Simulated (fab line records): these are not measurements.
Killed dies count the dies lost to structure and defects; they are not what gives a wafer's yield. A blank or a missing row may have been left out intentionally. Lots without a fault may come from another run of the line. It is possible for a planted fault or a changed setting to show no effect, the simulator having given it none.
The tool behind it: which one? / flow n5_finfet / 12 lots with 34 wafers sampled at 3 steps, on a route of 1938 steps

== WHAT THE GAUGES SHOWED, per wafer ==
N5_BEOL_M8_THK_MEAS_01.
lot=L375; measured=day 9 18:00; on=film_metro-02; M8_ILD_THK (nm)=154.8 154.0 155.0
lot=L377; measured=day 10 14:19; on=film_metro-01; M8_ILD_THK (nm)=156.1 154.0 158.6
lot=L380; measured=day 10 15:25; on=film_metro-02; M8_ILD_THK (nm)=152.3 154.6 157.9
lot=L378; measured=day 10 16:00; on=film_metro-01; M8_ILD_THK (nm)=155.9 155.0 157.2
lot=L381; measured=day 11 08:17; on=film_metro-02; M8_ILD_THK (nm)=151.7 153.3 153.0
lot=L382; measured=day 11 12:26; on=film_metro-01; M8_ILD_THK (nm)=153.5 153.7 156.7
lot=L388; measured=day 12 21:04; on=film_metro-01; M8_ILD_THK (nm)=153.4 153.3 155.2
lot=L390; measured=day 13 07:48; on=film_metro-01; M8_ILD_THK (nm)=152.1 155.2 152.7
lot=L389; measured=day 13 10:48; on=film_metro-02; M8_ILD_THK (nm)=153.5 156.7
lot=L392; measured=day 13 17:14; on=film_metro-01; M8_ILD_THK (nm)=151.6 156.4 156.0
lot=L391; measured=day 13 21:39; on=film_metro-01; M8_ILD_THK (nm)=153.7 154.1 155.6
lot=L394; measured=day 14 06:19; on=film_metro-01; M8_ILD_THK (nm)=153.6 152.8

== EACH LOT AND THE TOOL THAT RAN IT (in order: tool; ch and the chambers of the sampled wafers; start) ==
lot=L375; N5_BEOL_M7_DEGAS_44=pvd_sputter-02, day 9 14:02; N5_BEOL_M7_CMP_52=cmp-02 ch 0,1,2, day 9 15:56
lot=L377; N5_BEOL_M7_DEGAS_44=pvd_sputter-02, day 10 11:53; N5_BEOL_M7_CMP_52=cmp-01 ch 1,2, day 10 13:14
lot=L380; N5_BEOL_M7_DEGAS_44=pvd_sputter-01, day 10 12:49; N5_BEOL_M7_CMP_52=cmp-04 ch 1,2,3, day 10 14:22
lot=L378; N5_BEOL_M7_DEGAS_44=pvd_sputter-01, day 10 12:54; N5_BEOL_M7_CMP_52=cmp-04 ch 2,3, day 10 14:54
lot=L381; N5_BEOL_M7_DEGAS_44=pvd_sputter-03, day 11 05:42; N5_BEOL_M7_CMP_52=cmp-02 ch 0,1,3, day 11 07:18
lot=L382; N5_BEOL_M7_DEGAS_44=pvd_sputter-01, day 11 09:50; N5_BEOL_M7_CMP_52=cmp-02 ch 0,2, day 11 11:07
lot=L388; N5_BEOL_M7_DEGAS_44=pvd_sputter-01, day 12 18:26; N5_BEOL_M7_CMP_52=cmp-04 ch 0,1, day 12 19:59
lot=L390; N5_BEOL_M7_DEGAS_44=pvd_sputter-01, day 13 04:52; N5_BEOL_M7_CMP_52=cmp-04 ch 2,3, day 13 06:38
lot=L389; N5_BEOL_M7_DEGAS_44=pvd_sputter-02, day 13 07:46; N5_BEOL_M7_CMP_52=cmp-04 ch 2, day 13 09:44
lot=L392; N5_BEOL_M7_DEGAS_44=pvd_sputter-02, day 13 14:47; N5_BEOL_M7_CMP_52=cmp-01 ch 0,2,3, day 13 16:10
lot=L391; N5_BEOL_M7_DEGAS_44=pvd_sputter-03, day 13 19:27; N5_BEOL_M7_CMP_52=cmp-04 ch 0,3, day 13 20:35
lot=L394; N5_BEOL_M7_DEGAS_44=pvd_sputter-02, day 14 02:49; N5_BEOL_M7_CMP_52=cmp-04 ch 0,2, day 14 05:13
- N5_BEOL_M7_DEGAS_44: time 60 s.
- N5_BEOL_M7_CMP_52: polishes, stops on SiCOH lowk, t overpolish 6.9 s, target thk 80 nm.

== AS READ BY THE TOOLS THEMSELVES (means over the sampled wafers that have a number; for cases with no such wafer, the mark the record gives instead) ==
N5_BEOL_M7_DEGAS_44.
lot=L375; tool=pvd_sputter-02; heater_power_w (W)=302
lot=L377; tool=pvd_sputter-02; heater_power_w (W)=350
lot=L380; tool=pvd_sputter-01; heater_power_w (W)=338
lot=L378; tool=pvd_sputter-01; heater_power_w (W)=332
lot=L381; tool=pvd_sputter-03; heater_power_w (W)=339
lot=L382; tool=pvd_sputter-01; heater_power_w (W)=320
lot=L388; tool=pvd_sputter-01; heater_power_w (W)=315
lot=L390; tool=pvd_sputter-01; heater_power_w (W)=329
lot=L389; tool=pvd_sputter-02; heater_power_w (W)=310
lot=L392; tool=pvd_sputter-02; heater_power_w (W)=303
lot=L391; tool=pvd_sputter-03; heater_power_w (W)=308
lot=L394; tool=pvd_sputter-02; heater_power_w (W)=381

N5_BEOL_M7_CMP_52.
lot=L375; tool=cmp-02; barrier_field_endpoint_s (s)=28.6; motor_current_A (A)=6.5; overpolish_run_s (s)=6.911; time_to_endpoint_s (s)=61
lot=L377; tool=cmp-01; barrier_field_endpoint_s (s)=29.5; motor_current_A (A)=6.3; overpolish_run_s (s)=6.895; time_to_endpoint_s (s)=63
lot=L380; tool=cmp-04; barrier_field_endpoint_s (s)=29.5; motor_current_A (A)=5.5; overpolish_run_s (s)=6.908; time_to_endpoint_s (s)=61
lot=L378; tool=cmp-04; barrier_field_endpoint_s (s)=29.6; motor_current_A (A)=5.6; overpolish_run_s (s)=6.900; time_to_endpoint_s (s)=63
lot=L381; tool=cmp-02; barrier_field_endpoint_s (s)=29.3; motor_current_A (A)=5.9; overpolish_run_s (s)=6.905; time_to_endpoint_s (s)=64
lot=L382; tool=cmp-02; barrier_field_endpoint_s (s)=27.9; motor_current_A (A)=6.7; overpolish_run_s (s)=6.903; time_to_endpoint_s (s)=60
lot=L388; tool=cmp-04; barrier_field_endpoint_s (s)=28.9; motor_current_A (A)=5.9; overpolish_run_s (s)=6.910; time_to_endpoint_s (s)=62
lot=L390; tool=cmp-04; barrier_field_endpoint_s (s)=29.1; motor_current_A (A)=5.7; overpolish_run_s (s)=6.888; time_to_endpoint_s (s)=61
lot=L389; tool=cmp-04; barrier_field_endpoint_s (s)=23.0; motor_current_A (A)=5.5; overpolish_run_s (s)=6.906; time_to_endpoint_s (s)=50
lot=L392; tool=cmp-01; barrier_field_endpoint_s (s)=28.6; motor_current_A (A)=5.9; overpolish_run_s (s)=6.907; time_to_endpoint_s (s)=60
lot=L391; tool=cmp-04; barrier_field_endpoint_s (s)=21.0; motor_current_A (A)=6.3; overpolish_run_s (s)=6.897; time_to_endpoint_s (s)=43
lot=L394; tool=cmp-04; barrier_field_endpoint_s (s)=23.2; motor_current_A (A)=5.9; overpolish_run_s (s)=6.905; time_to_endpoint_s (s)=50

== THE ANSWER, worked out from the rows above alone ==
Rule: what is usual is taken from the lots themselves. The widest of any qualifying gaps counts: lots, ordered by their means at a reading, are off when they make up no more than a third of the lots, leave a main group of 4 or more, and stand apart from it by 3 or more times the standard deviation of that group's means. Not used: any main group whose means are identical at the precision the tables above print for the reading. Also off: a lot with no number at a reading for which 4 or more lots have one. All remaining lots with rows at the step are treated as sound. First the gauges in route order, then the tools' own readings, where a lot's mean is used as printed above. At the first step where some lot is off, the reading lying furthest off is the one used; lots without a number count as furthest.
Off, at N5_BEOL_M7_CMP_52 on barrier_field_endpoint_s: L389, L391, L394. The main group: mean 29.0 s, standard deviation 0.53.
A tool fits if, at that step or a process step before it, it ran every lot that is off, and no sound lot after the first of them. One fits: cmp-04 at N5_BEOL_M7_CMP_52. A fault onset in the window from L390 (day 13 06:38, its last sound lot) to L389 (day 13 09:44, its first lot off) fits.
The tool's own readings at N5_BEOL_M7_CMP_52 bear it out: on the lots that are off they differ by more than 5 times the standard deviation of the sound lots' means. barrier_field_endpoint_s reads 22.4 s there against 29.0 s on the sound lots; time_to_endpoint_s reads 48 s there against 62 s on the sound lots.

== WHAT THE SIMULATOR HAD INSERTED ==
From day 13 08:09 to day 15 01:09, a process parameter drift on cmp-04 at N5_BEOL_M7_CMP_52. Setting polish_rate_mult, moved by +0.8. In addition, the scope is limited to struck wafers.
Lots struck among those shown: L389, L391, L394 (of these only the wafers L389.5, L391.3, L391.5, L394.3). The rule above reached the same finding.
